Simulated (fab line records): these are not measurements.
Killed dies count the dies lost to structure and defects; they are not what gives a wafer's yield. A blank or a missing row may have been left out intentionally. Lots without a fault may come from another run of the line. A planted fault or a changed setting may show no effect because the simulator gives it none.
Chamber matching / flow nandHarc / rieDiel-02 running NHARC_A_STAIRCASE_DESCUM_443: 4 sister chambers
The step chemistry O2, time 3 s. 14 wafers are shown with their chamber, then 7 later ones without.

== WAFERS PAIRED WITH THEIR CHAMBERS ==
wafer=L614.1; chamber=3; showerheadPlenumPTorr (Torr)=1.85; drypumpMotorCurrentA (A)=5.66; oesProductAu (a.u.)=1.013
wafer=L614.3; chamber=1; showerheadPlenumPTorr (Torr)=2.04; drypumpMotorCurrentA (A)=6.07; oesProductAu (a.u.)=0.992
wafer=L614.4; chamber=2; showerheadPlenumPTorr (Torr)=1.80; drypumpMotorCurrentA (A)=5.59; oesProductAu (a.u.)=0.989
wafer=L615.2; chamber=3; showerheadPlenumPTorr (Torr)=1.84; drypumpMotorCurrentA (A)=5.62; oesProductAu (a.u.)=1.027
wafer=L615.3; chamber=1; showerheadPlenumPTorr (Torr)=2.04; drypumpMotorCurrentA (A)=6.08; oesProductAu (a.u.)=0.979
wafer=L615.4; chamber=3; showerheadPlenumPTorr (Torr)=1.84; drypumpMotorCurrentA (A)=5.65; oesProductAu (a.u.)=1.029
wafer=L616.1; chamber=0; showerheadPlenumPTorr (Torr)=1.82; drypumpMotorCurrentA (A)=5.64; oesProductAu (a.u.)=0.990
wafer=L616.5; chamber=1; showerheadPlenumPTorr (Torr)=2.03; drypumpMotorCurrentA (A)=6.09; oesProductAu (a.u.)=0.996
wafer=L616.6; chamber=0; showerheadPlenumPTorr (Torr)=1.82; drypumpMotorCurrentA (A)=5.63; oesProductAu (a.u.)=1.004
wafer=L618.3; chamber=1; showerheadPlenumPTorr (Torr)=2.03; drypumpMotorCurrentA (A)=6.08; oesProductAu (a.u.)=1.004
wafer=L618.5; chamber=0; showerheadPlenumPTorr (Torr)=1.82; drypumpMotorCurrentA (A)=5.61; oesProductAu (a.u.)=0.996
wafer=L618.6; chamber=1; showerheadPlenumPTorr (Torr)=2.03; drypumpMotorCurrentA (A)=6.08; oesProductAu (a.u.)=1.000
wafer=L625.2; chamber=2; showerheadPlenumPTorr (Torr)=1.79; drypumpMotorCurrentA (A)=5.56; oesProductAu (a.u.)=0.985
wafer=L625.3; chamber=0; showerheadPlenumPTorr (Torr)=1.81; drypumpMotorCurrentA (A)=5.63; oesProductAu (a.u.)=0.988

SIGNATURES, as means of the wafers listed above
reading=showerheadPlenumPTorr; chamber 0=1.8175; chamber 1=2.0340; chamber 2=1.7950; chamber 3=1.8433; scatter within a chamber=0.00558
reading=drypumpMotorCurrentA; chamber 0=5.6275; chamber 1=6.0800; chamber 2=5.5750; chamber 3=5.6433; scatter within a chamber=0.0141
reading=oesProductAu; chamber 0=0.99450; chamber 1=0.99420; chamber 2=0.98700; chamber 3=1.02300; scatter within a chamber=0.00827
Rule: a wafer's distance from a chamber is the root of the sum, over the readings, of the square of ((its reading less the chamber's mean) divided by the reading's scatter). The wafer belongs to the nearest chamber; if the next one is less than 2 further off, it can't be placed. The scatter is the square root of a quotient: the sum, over the shown wafers, of each reading's squared deviation from its chamber's mean, divided by wafers minus chambers.

== WAFERS MISSING THEIR CHAMBER ==
wafer=L625.4; showerheadPlenumPTorr (Torr)=2.03; drypumpMotorCurrentA (A)=6.11; oesProductAu (a.u.)=0.991
wafer=L631.3; showerheadPlenumPTorr (Torr)=1.78; drypumpMotorCurrentA (A)=5.55; oesProductAu (a.u.)=0.978
wafer=L631.4; showerheadPlenumPTorr (Torr)=2.02; drypumpMotorCurrentA (A)=6.08; oesProductAu (a.u.)=1.007
wafer=L631.5; showerheadPlenumPTorr (Torr)=1.83; drypumpMotorCurrentA (A)=5.67; oesProductAu (a.u.)=0.998
wafer=L634.3; showerheadPlenumPTorr (Torr)=1.78; drypumpMotorCurrentA (A)=5.57; oesProductAu (a.u.)=0.980
wafer=L634.5; showerheadPlenumPTorr (Torr)=1.78; drypumpMotorCurrentA (A)=5.57; oesProductAu (a.u.)=0.994
wafer=L634.6; showerheadPlenumPTorr (Torr)=2.02; drypumpMotorCurrentA (A)=6.07; oesProductAu (a.u.)=1.000

== EACH ONE'S CHAMBER ==
wafer=L625.4; from the rows above=1; in truth=1
wafer=L631.3; from the rows above=2; in truth=2
wafer=L631.4; from the rows above=1; in truth=1
wafer=L631.5; from the rows above=can't be placed: 0 or 3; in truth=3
wafer=L634.3; from the rows above=2; in truth=2
wafer=L634.5; from the rows above=2; in truth=2
wafer=L634.6; from the rows above=1; in truth=1
Correct placement for 6 of the 7. These rows do not allow placing 1 (true chamber among the candidates in 1). 0 placed wrongly.
